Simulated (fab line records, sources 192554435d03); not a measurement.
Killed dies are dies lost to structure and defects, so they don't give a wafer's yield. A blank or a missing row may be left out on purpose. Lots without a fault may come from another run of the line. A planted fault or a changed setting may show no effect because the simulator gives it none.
fab line records | flow n5_finfet
record lots=24 wafers=72 last_day=19
route steps=1938 shown BEOL_M12@1614 BEOL_M13@1659
lots that met no fault: from a run of the same line without faults
start_h: hours from the record's first day to the start of the lot's first wafer shown | wait_h: hours since the lot's step before | " the same as in the row above | L1.1+2: a row that stands for several wafers | - no value, or no start given | * or withheld: withheld | < > ~ a bound
route shown NAME@n: a module of which the file shows steps, and the number in the route of the first | usual: mean/standard deviation of fault-free wafers | same: alike in all rows | chamber/n: place in a boat | sites: the reading at each site | _std_site: their standard deviation | _edge_site: outer sites' mean less inner sites' | radius_mm: how far each site lies from the wafer's centre | mask NAME#n: copy n | behind: the tool/chamber that last shaped the wafer | hold: why the lot was held/for how many hours/how that ended | device: the transistor (n, p or np) that didn't switch | end of line: the same wafers' tests at the end of the route | a step without rows: its recipe alone | killed: dies lost to structure and defects at the first sort, not the wafer's yield | map: a wafer's dies, x killed, . not, _ none there
set.NAME: the setting as run; set.NAME@STEP: as run at that earlier step | model.NAME: the simulator's own value behind a step, which no gauge read
steps of the route over a sample of lots; a table a step, a row a wafer
services: from which hour (start_h, from the record's first day; less than 0 if before it) a tool's chamber was out of use, for how many hours, and why
## steps
# step N5_BEOL_M12_INSPECT_12
# recipe mode=adi inspect_instrument=macro
# usual raw_defect_count=2.0/1.4
# columns lot.wafer tool chamber start_h wait_h raw_defect_count
L074.2 defect_inspect-02 - 225.54 0.0 0
L074.3 " - " " 1
L074.5 " - " " 2
L076.2 defect_inspect-02 - 236.33 0.0 2
L076.4 " - " " 3
L076.5 " - " " 3
L075.3 defect_inspect-02 - 238.34 0.0 3
L075.5 " - " " 4
L075.6 " - " " 3
L077.2 defect_inspect-01 - 251.86 0.0 4
L077.4 " - " " 1
L077.5 " - " " 1
L079.3 defect_inspect-01 - 257.75 0.0 2
L079.4 " - " " 2
L079.6 " - " " 4
L078.1 defect_inspect-02 - 260.21 0.0 1
L078.3 " - " " 1
L078.5 " - " " 3
L080.1 defect_inspect-02 - 263.07 0.0 5
L080.3 " - " " 1
L080.4 " - " " 2
L081.1 defect_inspect-01 - 284.68 0.0 2
L081.2 " - " " 3
L081.5 " - " " 1
L082.1 defect_inspect-02 - 290.78 0.0 6
L082.3 " - " " 5
L082.4 " - " " 1
L083.1 defect_inspect-02 - 302.41 0.0 2
L083.3 " - " " 0
L083.6 " - " " 1
L084.1 defect_inspect-01 - 310.88 0.0 2
L084.3 " - " " 2
L084.4 " - " " 3
L087.3 defect_inspect-02 - 327.15 0.0 3
L087.5 " - " " 3
L087.6 " - " " 2
L086.1 defect_inspect-02 - 328.59 0.0 4
L086.2 " - " " 2
L086.6 " - " " 0
L085.3 defect_inspect-02 - 329.26 0.0 3
L085.4 " - " " 1
L085.6 " - " " 2
L088.1 defect_inspect-02 - 331.14 0.0 1
L088.3 " - " " 2
L088.5 " - " " 1
L089.3 defect_inspect-02 - 333.55 0.0 3
L089.5 " - " " 2
L089.6 " - " " 3
L090.1 defect_inspect-02 - 334.10 0.0 2
L090.2 " - " " 1
L090.4 " - " " 2
L091.1 defect_inspect-02 - 345.46 0.0 6
L091.2 " - " " 2
L091.4 " - " " 2
L092.1 defect_inspect-02 - 349.60 0.0 0
L092.2 " - " " 4
L092.6 " - " " 0
L094.1 defect_inspect-02 - 355.11 0.0 6
L094.3 " - " " 1
L094.4 " - " " 0
L093.1 defect_inspect-02 - 355.73 0.0 0
L093.3 " - " " 0
L093.6 " - " " 3
L095.1 defect_inspect-01 - 366.35 0.0 2
L095.2 " - " " 0
L095.5 " - " " 0
L096.1 defect_inspect-02 - 390.94 0.0 0
L096.5 " - " " 2
L096.6 " - " " 2
L097.2 defect_inspect-02 - 400.88 0.0 3
L097.5 " - " " 3
L097.6 " - " " 3
# step N5_BEOL_M12_ETCH_38
# recipe chemistry=CF4/N2 target=SiCN target_depth_a=687 taper_deg=2 time_s=73.4 ion_energy_ev=150 mask_material=SiO2 pressure_mtorr=40 source_w=430 bias_w=70 Ar_flow_sccm=100 cf4_flow_sccm=60 n2_flow_sccm=60
# usual drypump_motor_current_A=5.7/0.37 oes_product_au=0.81/0.082 rf_vpp_V=382.1/2 showerhead_plenum_p_Torr=2.20/0.073 throttle_valve_pct=15.31/0.14
# columns lot.wafer tool chamber start_h wait_h drypump_motor_current_A oes_product_au rf_hours_counter_h rf_vpp_V showerhead_plenum_p_Torr throttle_valve_pct
L074.2 rie_diel-06 1 227.37 - 5.6 0.73 187 383.8 2.19 15.38
L074.3 " 3 " " 6.2 0.68 246 380.1 2.09 15.61
L074.5 " 2 " " 5.7 0.90 - 381.0 2.16 15.23
L076.2 rie_diel-01 2 240.32 - 5.7 0.83 76 380.9 2.15 15.03
L076.4 " 3 " " 6.4 0.91 34 382.2 2.16 15.20
L076.5 " 3 " " 6.4 0.90 - 379.6 2.16 15.19
L075.3 rie_diel-06 3 240.62 - 6.1 0.68 249 379.9 2.09 15.61
L075.5 " 1 " " 5.6 0.71 - 381.9 2.19 15.39
L075.6 " 2 " " 5.7 0.88 - 382.7 2.15 15.23
L077.2 rie_diel-01 0 253.57 - 5.2 0.92 27 380.9 2.16 15.25
L077.4 " 2 " " 5.7 0.82 - 379.8 2.14 15.04
L077.5 " 0 " " 5.2 0.91 - 380.5 2.16 15.26
L079.3 rie_diel-01 2 259.52 - 5.7 0.82 85 381.0 2.14 15.04
L079.4 " 3 " " 6.4 0.89 43 380.0 2.16 15.22
L079.6 " 2 " " 5.8 0.82 - 380.8 2.14 15.06
L078.1 rie_diel-06 0 262.13 - 5.3 0.80 82 384.2 2.32 15.36
L078.3 " 3 " " 6.2 1.02 1 385.6 2.35 15.11
L078.5 " 2 " " 5.7 0.87 - 380.1 2.15 15.22
L080.1 rie_diel-02 0 266.34 - 5.9 0.70 198 382.4 2.27 15.29
L080.3 " 2 " " 5.7 0.84 71 379.4 2.15 15.21
L080.4 " 1 " " 5.9 0.85 50 380.9 2.15 15.21
L081.1 rie_diel-02 2 288.04 - 5.6 0.83 76 379.8 2.14 15.23
L081.2 " 3 " " 5.2 0.70 227 384.8 2.27 15.47
L081.5 " 0 " " 5.9 0.70 - 386.2 2.27 15.29
L082.1 rie_diel-01 3 299.66 - 6.4 0.88 54 382.1 2.16 15.24
L082.3 " 0 " " 5.2 0.90 40 379.3 2.15 15.29
L082.4 " 1 " " 5.6 0.93 11 382.4 2.17 15.49
L083.1 rie_diel-02 2 306.13 - 5.7 0.83 82 379.6 2.14 15.25
L083.3 " 1 " " 5.8 0.83 64 381.0 2.15 15.24
L083.6 " 3 " " 5.2 0.71 - 384.5 2.27 15.46
L084.1 rie_diel-01 3 312.59 - 6.4 0.86 56 380.1 2.15 15.25
L084.3 " 2 " " 5.7 0.81 100 380.6 2.14 15.09
L084.4 " 1 " " 5.5 0.91 16 382.3 2.17 15.49
L087.3 rie_diel-01 2 331.53 - 5.7 0.80 108 380.4 2.13 15.09
L087.5 " 2 " " 5.7 0.80 - 381.9 2.13 15.08
L087.6 " 1 " " 5.5 0.90 - 381.4 2.16 15.51
L086.1 rie_diel-06 2 331.72 - 5.7 0.85 71 380.5 2.14 15.31
L086.2 " 3 " " 6.1 0.93 21 385.1 2.34 15.15
L086.6 " 2 " " 5.7 0.83 - 382.0 2.14 15.30
L085.3 rie_diel-01 2 331.91 - 5.8 0.80 108 380.3 2.13 15.10
L085.4 " 0 " " 5.2 0.87 52 381.9 2.15 15.31
L085.6 " 0 " " 5.2 0.88 - 380.3 2.15 15.32
L088.1 rie_diel-06 1 334.46 - 5.6 0.70 225 381.9 2.18 15.45
L088.3 " 0 " " 5.3 0.78 107 385.7 2.32 15.39
L088.5 " 0 " " 5.3 0.77 - 385.4 2.32 15.40
L089.3 rie_diel-02 1 335.24 - 5.8 0.82 74 382.2 2.15 15.25
L089.5 " 1 " " 5.8 0.81 - 380.6 2.15 15.27
L089.6 " 0 " " 5.8 0.67 - 383.1 2.26 15.30
L090.1 rie_diel-02 0 336.69 - 5.9 0.68 221 384.6 2.26 15.31
L090.2 " 2 " " 5.6 0.81 93 381.5 2.14 15.26
L090.4 " 3 " " 5.2 0.70 242 384.0 2.27 15.48
L091.1 rie_diel-01 3 350.18 - 6.4 0.87 71 380.7 2.15 15.29
L091.2 " 1 " " 5.5 0.88 31 381.0 2.16 15.51
L091.4 " 0 " " 5.2 0.88 60 381.6 2.14 15.34
L092.1 rie_diel-06 0 353.81 - 5.3 0.77 115 384.9 2.31 15.41
L092.2 " 2 " " 5.7 0.82 78 381.0 2.14 15.33
L092.6 " 0 " " 5.3 0.77 - 384.3 2.31 15.41
L094.1 rie_diel-06 3 358.26 - 6.2 0.92 30 386.9 2.34 15.15
L094.3 " 2 " " 5.7 0.84 79 382.1 2.14 15.31
L094.4 " 1 " " 5.6 0.69 232 382.2 2.17 15.47
L093.1 rie_diel-02 1 358.92 - 5.9 0.80 83 381.3 2.14 15.28
L093.3 " 0 " " 5.8 0.68 231 384.9 2.26 15.34
L093.6 " 2 " " 5.7 0.80 - 379.6 2.14 15.25
L095.1 rie_diel-06 2 369.37 - 5.7 0.83 83 379.8 2.14 15.32
L095.2 " 3 " " 6.2 0.91 35 384.3 2.34 15.17
L095.5 " 0 " " 5.3 0.76 - 384.8 2.31 15.42
L096.1 rie_diel-06 1 394.38 - 5.6 0.68 244 383.0 2.17 15.50
L096.5 " 2 " " 5.7 0.82 - 381.5 2.14 15.34
L096.6 " 3 " " 6.1 0.89 - 385.7 2.34 15.19
L097.2 rie_diel-01 1 403.16 - 5.5 0.85 48 382.2 2.15 15.56
L097.5 " 3 " " 6.4 0.82 - 382.2 2.14 15.31
L097.6 " 0 " " 5.2 0.84 - 381.2 2.14 15.37
# step N5_BEOL_M12_PRE_CLEAN_42
# recipe gas=H2/He time_s=30 temp_c=250
# usual heater_power_w=337/36
# columns lot.wafer tool chamber start_h wait_h heater_power_w
L074.2 pvd_sputter-01 - 227.90 0.0 306
L074.3 " - " " 290
L074.5 " - " " 377
L076.2 pvd_sputter-03 - 240.71 0.0 359
L076.4 " - " " 388
L076.5 " - " " 381
L075.3 pvd_sputter-03 - 241.03 0.0 382
L075.5 " - " " 383
L075.6 " - " " 361
L077.2 pvd_sputter-02 - 254.10 0.0 355
L077.4 " - " " 334
L077.5 " - " " 354
L079.3 pvd_sputter-01 - 259.79 0.0 385
L079.4 " - " " 311
L079.6 " - " " 282
L078.1 pvd_sputter-01 - 262.36 0.0 311
L078.3 " - " " 370
L078.5 " - " " 275
L080.1 pvd_sputter-02 - 267.13 0.0 337
L080.3 " - " " 347
L080.4 " - " " 352
L081.1 pvd_sputter-02 - 288.62 0.0 348
L081.2 " - " " 307
L081.5 " - " " 339
L082.1 pvd_sputter-01 - 300.14 0.0 371
L082.3 " - " " 281
L082.4 " - " " 303
L083.1 pvd_sputter-02 - 306.59 0.0 352
L083.3 " - " " 350
L083.6 " - " " 347
L084.1 pvd_sputter-01 - 313.04 0.0 306
L084.3 " - " " 284
L084.4 " - " " 375
L087.3 pvd_sputter-01 - 332.03 0.0 288
L087.5 " - " " 284
L087.6 " - " " 310
L086.1 pvd_sputter-02 - 332.04 0.0 307
L086.2 " - " " 347
L086.6 " - " " 346
L085.3 pvd_sputter-02 - 332.36 0.0 310
L085.4 " - " " 351
L085.6 " - " " 308
L088.1 pvd_sputter-02 - 335.32 0.0 303
L088.3 " - " " 348
L088.5 " - " " 307
L089.3 pvd_sputter-03 - 336.64 0.0 276
L089.5 " - " " 358
L089.6 " - " " 380
L090.1 pvd_sputter-03 - 337.14 0.0 398
L090.2 " - " " 275
L090.4 " - " " 386
L091.1 pvd_sputter-03 - 350.52 0.0 376
L091.2 " - " " 380
L091.4 " - " " 278
L092.1 pvd_sputter-03 - 354.32 0.0 364
L092.2 " - " " 385
L092.6 " - " " 361
L094.1 pvd_sputter-01 - 358.71 0.0 312
L094.3 " - " " 365
L094.4 " - " " 308
L093.1 pvd_sputter-01 - 359.59 0.0 285
L093.3 " - " " 312
L093.6 " - " " 376
L095.1 pvd_sputter-02 - 369.85 0.0 350
L095.2 " - " " 318
L095.5 " - " " 348
L096.1 pvd_sputter-02 - 394.90 0.0 342
L096.5 " - " " 357
L096.6 " - " " 337
L097.2 pvd_sputter-03 - 403.79 0.0 387
L097.5 " - " " 361
L097.6 " - " " 377
# step N5_BEOL_M13_ILD_DEP_00
# recipe material=SiOC target_thk_a=8379.2 temp_c=350 precursor=DEMS/O2 pressure_torr=5 rf_w=500 time_s=166.4
# usual chamber_pressure_Torr=5.000/0.012 heater_power_outer_w=257/43 heater_power_w=459/62 showerhead_plenum_p_Torr=5.687/0.023 throttle_valve_pct=11.9/0.78
# columns lot.wafer tool chamber start_h wait_h chamber_pressure_Torr heater_power_outer_w heater_power_w showerhead_plenum_p_Torr since_wet_clean_h throttle_valve_pct
L074.2 pecvd-01 2 229.48 0.0 5.012 199 400 5.657 356 11.4
L074.3 " 1 " " 4.990 249 423 5.691 1840 13.3
L074.5 " 2 " " 5.002 213 399 5.666 - 11.6
L076.2 pecvd-03 1 241.96 0.0 5.017 232 441 5.700 1490 12.3
L076.4 " 1 " " 5.012 269 469 5.694 - 12.2
L076.5 " 2 " " 4.986 312 511 5.697 - 10.6
L075.3 pecvd-02 0 242.27 0.0 4.991 222 397 5.700 946 11.6
L075.5 " 1 " " 4.997 313 600 5.674 - 11.7
L075.6 " 2 " " 4.998 153 312 5.704 - 11.9
L077.2 pecvd-02 2 255.37 0.0 5.004 206 384 5.693 201 12.1
L077.4 " 2 " " 5.011 217 395 5.703 - 12.0
L077.5 " 0 " " 5.021 238 432 5.693 - 11.7
L079.3 pecvd-01 2 261.29 0.0 4.987 194 390 5.651 388 11.6
L079.4 " 1 " " 5.010 223 399 5.689 - 13.0
L079.6 " 0 " " 4.981 244 419 5.660 - 13.6
L078.1 pecvd-03 0 263.90 0.0 5.006 250 477 5.644 787 11.8
L078.3 " 2 " " 4.993 266 448 5.718 33 10.6
L078.5 " 1 " " 4.981 224 413 5.689 - 12.3
L080.1 pecvd-01 0 268.80 0.0 4.997 291 460 5.677 1154 13.4
L080.3 " 1 " " 4.993 235 409 5.699 1879 13.1
L080.4 " 2 " " 5.003 214 406 5.666 - 11.7
L081.1 pecvd-02 2 289.86 0.0 4.995 197 378 5.694 235 12.1
L081.2 " 1 " " 5.003 282 535 5.687 18 10.8
L081.5 " 0 " " 5.023 283 470 5.705 - 11.7
L082.1 pecvd-01 0 301.38 0.0 5.000 297 500 5.657 1187 13.7
L082.3 " 2 " " 4.998 198 399 5.666 428 11.8
L082.4 " 1 " " 4.996 250 416 5.693 - 13.2
L083.1 pecvd-03 2 307.83 0.0 5.015 316 521 5.726 76 11.2
L083.3 " 1 " " 5.007 282 482 5.709 1555 12.3
L083.6 " 0 " " 5.022 263 495 5.649 - 11.9
L084.1 pecvd-03 0 314.32 0.0 4.994 286 522 5.647 837 12.0
L084.3 " 2 " " 4.996 259 445 5.718 83 10.9
L084.4 " 0 " " 5.010 209 429 5.664 - 11.9
L087.3 pecvd-03 0 333.28 0.0 5.014 221 435 5.649 856 11.7
L087.5 " 0 " " 5.010 248 468 5.659 - 12.2
L087.6 " 2 " " 5.014 315 503 5.712 - 11.1
L086.1 pecvd-03 1 333.56 0.0 4.996 254 457 5.709 1581 12.4
L086.2 " 2 " " 5.008 305 492 5.714 102 10.9
L086.6 " 2 " " 4.995 323 522 5.731 - 10.9
L085.3 pecvd-02 0 333.88 0.0 4.999 254 429 5.695 1038 11.6
L085.4 " 2 " " 4.970 153 311 5.693 - 12.2
L085.6 " 1 " " 5.001 336 609 5.691 - 10.8
L088.1 pecvd-02 1 336.58 0.0 4.984 350 592 5.677 64 11.1
L088.3 " 2 " " 4.989 194 362 5.701 282 12.4
L088.5 " 0 " " 5.011 212 377 5.685 - 12.1
L089.3 pecvd-03 0 337.88 0.0 5.001 224 452 5.659 861 12.0
L089.5 " 0 " " 5.003 257 494 5.634 - 12.1
L089.6 " 2 " " 5.003 252 442 5.716 - 10.9
L090.1 pecvd-03 2 338.38 0.0 5.002 329 521 5.726 107 10.7
L090.2 " 0 " " 5.006 237 473 5.633 861 12.0
L090.4 " 1 " " 5.019 298 517 5.711 - 12.4
L091.1 pecvd-02 1 351.95 0.0 4.972 286 542 5.675 80 10.9
L091.2 " 2 " " 4.974 163 321 5.700 298 12.4
L091.4 " 0 " " 4.998 271 472 5.702 - 11.8
L092.1 pecvd-02 0 355.80 0.0 5.004 240 422 5.699 1060 11.9
L092.2 " 1 " " 4.992 346 605 5.679 84 11.1
L092.6 " 1 " " 4.988 289 540 5.691 - 11.1
L094.1 pecvd-01 2 359.96 0.0 4.997 193 378 5.665 486 11.6
L094.3 " 0 " " 4.987 267 461 5.665 1245 13.7
L094.4 " 0 " " 4.984 296 494 5.678 - 13.5
L093.1 pecvd-03 1 360.84 0.0 5.000 297 509 5.700 1608 12.2
L093.3 " 0 " " 4.992 264 509 5.655 883 12.0
L093.6 " 1 " " 5.002 228 413 5.709 - 12.0
L095.1 pecvd-01 1 371.95 0.0 4.999 235 414 5.685 1982 12.8
L095.2 " 2 " " 4.988 199 391 5.653 498 12.0
L095.5 " 0 " " 5.010 307 529 5.659 - 13.3
L096.1 pecvd-02 1 396.18 0.0 5.016 268 503 5.700 124 11.1
L096.5 " 0 " " 4.997 252 450 5.699 - 11.5
L096.6 " 2 " " 5.027 218 392 5.695 - 12.4
L097.2 pecvd-03 2 405.08 0.0 4.994 296 482 5.730 174 10.9
L097.5 " 2 " " 5.014 320 514 5.708 - 11.2
L097.6 " 1 " " 5.010 228 416 5.710 - 12.2
# step N5_BEOL_M13_ETCH_59
# recipe chemistry=N2/H2 target=BARC target_depth_a=890 overetch_a=267 time_s=67.9 ion_energy_ev=200 pressure_mtorr=30 source_w=840 bias_w=150 n2_flow_sccm=200 h2_flow_sccm=200
# usual drypump_motor_current_A=5.9/0.43 oes_product_au=0.64/0.055 rf_vpp_V=524.2/2.1 showerhead_plenum_p_Torr=2.56/0.069 throttle_valve_pct=17.98/0.16
# columns lot.wafer tool chamber start_h wait_h drypump_motor_current_A oes_product_au rf_hours_counter_h rf_vpp_V showerhead_plenum_p_Torr throttle_valve_pct
L074.2 rie_diel-05 1 230.40 0.0 5.8 0.62 183 528.4 2.64 17.96
L074.3 " 0 " " 5.2 0.67 101 523.8 2.56 18.24
L074.5 " 0 " " 5.2 0.67 - 525.2 2.56 18.22
L076.2 rie_diel-04 2 242.53 0.0 6.5 0.61 220 521.0 2.52 17.95
L076.4 " 3 " " 6.5 0.60 192 522.6 2.53 17.92
L076.5 " 2 " " 6.6 0.61 - 522.8 2.52 17.94
L075.3 rie_diel-04 3 242.99 0.0 6.5 0.60 192 524.2 2.53 17.89
L075.5 " 2 " " 6.5 0.62 - 523.2 2.52 17.95
L075.6 " 1 " " 6.2 0.64 - 523.9 2.54 18.14
L077.2 rie_diel-04 2 256.00 0.0 6.5 0.61 224 523.1 2.52 17.94
L077.4 " 3 " " 6.4 0.60 195 521.1 2.53 17.91
L077.5 " 3 " " 6.4 0.60 - 523.9 2.53 17.92
L079.3 rie_diel-04 2 262.00 0.0 6.5 0.61 226 523.7 2.52 17.94
L079.4 " 3 " " 6.5 0.60 197 524.2 2.52 17.93
L079.6 " 1 " " 6.2 0.64 - 522.9 2.54 18.14
L078.1 rie_diel-03 0 264.47 0.0 6.4 0.61 229 523.9 2.50 17.93
L078.3 " 3 " " 5.6 0.58 234 524.5 2.51 18.05
L078.5 " 1 " " 6.1 0.71 - 522.0 2.48 17.86
L080.1 rie_diel-03 0 269.51 0.0 6.4 0.61 230 522.8 2.50 17.95
L080.3 " 3 " " 5.6 0.58 235 525.0 2.51 18.04
L080.4 " 1 " " 6.1 0.71 61 523.0 2.48 17.88
L081.1 rie_diel-03 3 290.44 0.0 5.6 0.58 240 523.5 2.51 18.05
L081.2 " 2 " " 5.4 0.61 211 523.1 2.51 17.79
L081.5 " 0 " " 6.4 0.61 - 521.7 2.50 17.94
L082.1 rie_diel-03 1 301.96 0.0 6.0 0.71 68 522.1 2.47 17.90
L082.3 " 3 " " 5.6 0.58 242 523.2 2.50 18.04
L082.4 " 2 " " 5.5 0.61 213 523.9 2.51 17.78
L083.1 rie_diel-04 1 308.42 0.0 6.2 0.62 182 523.3 2.53 18.15
L083.3 " 2 " " 6.5 0.60 239 522.4 2.51 17.98
L083.6 " 3 " " 6.4 0.60 - 523.8 2.52 17.95
L084.1 rie_diel-05 3 322.51 0.0 5.7 0.67 94 529.3 2.68 17.98
L084.3 " 2 " " 5.7 0.60 240 525.0 2.60 18.18
L084.4 " 0 " " 5.2 0.66 129 524.1 2.55 18.26
L087.3 rie_diel-03 1 333.85 0.0 6.0 0.69 78 521.5 2.47 17.92
L087.5 " 1 " " 6.1 0.69 - 521.6 2.47 17.91
L087.6 " 2 " " 5.4 0.60 - 523.1 2.51 17.82
L086.1 rie_diel-05 3 334.26 0.0 5.7 0.68 98 527.7 2.68 18.01
L086.2 " 0 " " 5.2 0.65 133 524.3 2.55 18.27
L086.6 " 1 " " 5.8 0.60 - 525.6 2.63 18.01
L085.3 rie_diel-04 3 334.58 0.0 6.5 0.59 213 523.6 2.52 17.93
L085.4 " 1 " " 6.2 0.63 190 522.3 2.53 18.19
L085.6 " 2 " " 6.5 0.59 - 522.3 2.51 18.00
L088.1 rie_diel-05 3 337.28 0.0 5.8 0.68 99 527.7 2.68 17.99
L088.3 " 1 " " 5.8 0.60 214 527.4 2.62 18.02
L088.5 " 3 " " 5.7 0.68 - 528.5 2.68 17.99
L089.3 rie_diel-04 3 338.58 0.0 6.5 0.58 214 524.4 2.52 17.95
L089.5 " 3 " " 6.4 0.59 - 522.7 2.52 17.94
L089.6 " 0 " " 5.4 0.68 - 526.3 2.67 17.76
L090.1 rie_diel-05 1 338.96 0.0 5.8 0.60 214 525.9 2.62 18.01
L090.2 " 3 " " 5.7 0.67 100 527.8 2.68 18.01
L090.4 " 2 " " 5.6 0.60 245 525.7 2.60 18.17
L091.1 rie_diel-04 0 352.65 0.0 5.4 0.67 113 525.7 2.67 17.76
L091.2 " 3 " " 6.5 0.58 220 523.5 2.52 17.95
L091.4 " 1 " " 6.2 0.62 - 523.3 2.52 18.20
L092.1 rie_diel-05 3 356.44 0.0 5.7 0.67 106 525.2 2.68 18.02
L092.2 " 0 " " 5.2 0.64 142 524.1 2.54 18.28
L092.6 " 3 " " 5.8 0.67 - 527.4 2.68 18.01
L094.1 rie_diel-03 2 360.54 0.0 5.5 0.60 236 522.6 2.50 17.83
L094.3 " 1 " " 6.1 0.69 90 521.4 2.46 17.94
L094.4 " 2 " " 5.5 0.60 - 524.2 2.50 17.84
L093.1 rie_diel-05 0 361.42 0.0 5.2 0.64 144 523.9 2.54 18.29
L093.3 " 1 " " 5.9 0.60 222 525.8 2.62 18.04
L093.6 " 1 " " 5.8 0.60 - 525.3 2.62 18.03
L095.1 rie_diel-04 1 372.65 0.0 6.2 0.61 205 523.8 2.52 18.20
L095.2 " 3 " " 6.4 0.58 228 523.5 2.51 17.98
L095.5 " 3 " " 6.4 0.58 - 524.0 2.51 17.96
L096.1 rie_diel-03 1 396.76 0.0 6.0 0.67 104 521.1 2.46 17.95
L096.5 " 1 " " 6.0 0.68 - 520.5 2.46 17.95
L096.6 " 2 " " 5.4 0.59 - 523.1 2.50 17.85
L097.2 rie_diel-04 3 405.73 0.0 6.5 0.58 236 520.8 2.51 17.99
L097.5 " 1 " " 6.2 0.60 - 522.9 2.52 18.22
L097.6 " 2 " " 6.5 0.82 - 522.4 2.51 17.57
# step N5_BEOL_M13_CD_MEAS_17
# recipe target_cd_nm=190 polarity=opening
# usual cd_nm=190.4/1.6
# columns lot.wafer tool chamber start_h wait_h cd_nm
L074.2 cd_sem-02 - 230.90 0.0 191.0
L074.3 " - " " 190.2
L074.5 " - " " 191.0
L076.2 cd_sem-02 - 243.24 0.0 187.7
L076.4 " - " " 187.8
L076.5 " - " " 188.6
L075.3 cd_sem-02 - 243.48 0.0 190.9
L075.5 " - " " 192.1
L075.6 " - " " 191.8
L077.2 cd_sem-01 - 256.50 0.0 188.8
L077.4 " - " " 190.0
L077.5 " - " " 188.5
L079.3 cd_sem-02 - 262.49 0.0 193.2
L079.4 " - " " 192.6
L079.6 " - " " 191.7
L078.1 cd_sem-02 - 264.98 0.0 191.7
L078.3 " - " " 192.4
L078.5 " - " " 193.3
L080.1 cd_sem-02 - 270.00 0.0 190.0
L080.3 " - " " 191.3
L080.4 " - " " 190.7
L081.1 cd_sem-01 - 290.93 0.0 187.6
L081.2 " - " " 186.1
L081.5 " - " " 188.0
L082.1 cd_sem-02 - 302.46 0.0 189.4
L082.3 " - " " 189.3
L082.4 " - " " 190.7
L083.1 cd_sem-02 - 308.91 0.0 190.7
L083.3 " - " " 191.7
L083.6 " - " " 189.0
L084.1 cd_sem-02 - 323.01 0.0 191.6
L084.3 " - " " 192.3
L084.4 " - " " 192.1
L087.3 cd_sem-02 - 334.35 0.0 191.4
L087.5 " - " " 191.7
L087.6 " - " " 191.0
L086.1 cd_sem-02 - 334.76 0.0 189.3
L086.2 " - " " 187.9
L086.6 " - " " 188.7
L085.3 cd_sem-03 - 335.08 0.0 190.2
L085.4 " - " " 190.9
L085.6 " - " " 190.4
L088.1 cd_sem-01 - 337.78 0.0 188.7
L088.3 " - " " 188.8
L088.5 " - " " 189.2
L089.3 cd_sem-03 - 339.09 0.0 191.8
L089.5 " - " " 191.4
L089.6 " - " " 193.2
L090.1 cd_sem-02 - 339.45 0.0 191.3
L090.2 " - " " 191.5
L090.4 " - " " 189.9
L091.1 cd_sem-02 - 353.15 0.0 190.4
L091.2 " - " " 188.2
L091.4 " - " " 189.3
L092.1 cd_sem-02 - 356.93 0.0 188.4
L092.2 " - " " 188.4
L092.6 " - " " 189.6
L094.1 cd_sem-03 - 361.03 0.0 189.6
L094.3 " - " " 189.6
L094.4 " - " " 190.1
L093.1 cd_sem-01 - 361.91 0.0 190.7
L093.3 " - " " 189.8
L093.6 " - " " 188.7
L095.1 cd_sem-02 - 373.20 0.0 190.3
L095.2 " - " " 190.4
L095.5 " - " " 189.5
L096.1 cd_sem-01 - 397.26 0.0 191.9
L096.5 " - " " 191.3
L096.6 " - " " 190.9
L097.2 cd_sem-02 - 406.24 0.0 191.7
L097.5 " - " " 191.1
L097.6 " - " " 194.8
## services
# columns tool chamber start_h hours kind
rie_diel-02 0 212.15 22.1 repair
rie_diel-06 3 215.95 2.9 repair
pecvd-01 0 217.93 1.7 repair
pecvd-02 - 229.79 2.9 repair
rie_diel-03 1 235.73 2.8 repair
rie_diel-03 - 252.66 2.8 pm
rie_diel-04 3 264.39 11.2 repair
rie_diel-02 2 281.00 6.7 repair
rie_diel-04 0 290.08 9.8 repair
rie_diel-01 2 307.95 1.8 repair
rie_diel-03 3 308.45 5.8 repair
pecvd-01 - 312.06 6.0 pm
rie_diel-05 2 328.85 3.0 repair
rie_diel-05 1 340.18 4.2 repair
rie_diel-04 2 349.86 - clean
rie_diel-04 2 349.86 - consumable_replace:focus_ring
rie_diel-04 2 349.86 25.0 scheduled_down
rie_diel-04 2 349.86 25.0 vent_cycle
rie_diel-03 0 355.67 52.1 repair
pecvd-02 - 357.71 14.6 pm
rie_diel-06 0 360.39 6.0 repair
rie_diel-01 1 371.83 1.8 repair
pecvd-02 - 384.30 0.8 repair
pvd_sputter-02 - 391.44 2.1 repair
## key
fault none
